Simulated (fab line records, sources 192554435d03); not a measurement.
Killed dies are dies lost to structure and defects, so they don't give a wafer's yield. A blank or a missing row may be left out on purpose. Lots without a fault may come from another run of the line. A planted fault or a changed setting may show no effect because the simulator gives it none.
Which tool did it? | flow n5_finfet | 11 lots, 33 wafers sampled, at 2 steps of a route of 1938

WHAT THE GAUGES READ, wafer by wafer
N5_BEOL_M13_INSPECT_30: inspects for defects (macro).
lot  | measured     | on                | raw_defect_count
L593 | day 11 04:56 | defect_inspect-01 | 4 2 0
L594 | day 11 10:46 | defect_inspect-01 | 1 1 2
L597 | day 12 06:18 | defect_inspect-01 | >300 >300 >300
L598 | day 12 14:52 | defect_inspect-02 | >300 >300 >300
L610 | day 16 00:44 | defect_inspect-01 | 2 1 4
L607 | day 16 00:54 | defect_inspect-01 | 0 1 2
L613 | day 16 09:48 | defect_inspect-01 | 3 2 1
L615 | day 17 01:02 | defect_inspect-01 | 1 3 5
L612 | day 17 01:25 | defect_inspect-01 | 3 1 2
L611 | day 17 02:01 | defect_inspect-01 | 1 2 4
L614 | day 17 06:59 | defect_inspect-02 | 3 2 0

WHICH TOOL RAN EACH LOT (tool, then ch and the chambers of the sampled wafers, then the start)
lot  | N5_BEOL_M13_STRIP_63
L593 | plasma_asher-01 ch 0,1, day 11 04:20
L594 | plasma_asher-02 ch 0,1, day 11 10:11
L597 | plasma_asher-01 ch 0,1, day 12 05:43
L598 | plasma_asher-01 ch 0,1, day 12 14:10
L610 | plasma_asher-01 ch 0,1, day 16 00:01
L607 | plasma_asher-01 ch 0,1, day 16 00:08
L613 | plasma_asher-01 ch 1, day 16 09:13
L615 | plasma_asher-01 ch 0,1, day 17 00:20
L612 | plasma_asher-01 ch 0,1, day 17 00:49
L611 | plasma_asher-02 ch 0,1, day 17 01:26
L614 | plasma_asher-01 ch 0,1, day 17 06:24
- N5_BEOL_M13_STRIP_63: strips in N2/H2.

THE ANSWER, worked out from the rows above alone
Rule: what is usual is taken from the lots themselves. Put in order of their means at a reading, lots are off if they are a third of the lots or fewer, leave a main group of 4 or more, and stand apart from it by a gap of 3 or more times the standard deviation of the main group's means; of several such gaps the widest counts. A main group whose means are all the same, to the digits that the tables above print for the reading, isn't used. A lot without any number at a reading at which 4 lots or more have one is off too. The other lots that the step has rows for count as sound.
Off: L597, L598, at N5_BEOL_M13_INSPECT_30 (raw_defect_count). Without a number there: L597, L598. The main group: mean 2.0, standard deviation 0.55.
A tool fits if, at a process step before that reading, it ran every lot that is off, and no sound lot after the first of them. The gauges at N5_BEOL_M13_INSPECT_30 are tried like those tools. None of those tried fits.

WHAT THE SIMULATOR HAD PUT IN
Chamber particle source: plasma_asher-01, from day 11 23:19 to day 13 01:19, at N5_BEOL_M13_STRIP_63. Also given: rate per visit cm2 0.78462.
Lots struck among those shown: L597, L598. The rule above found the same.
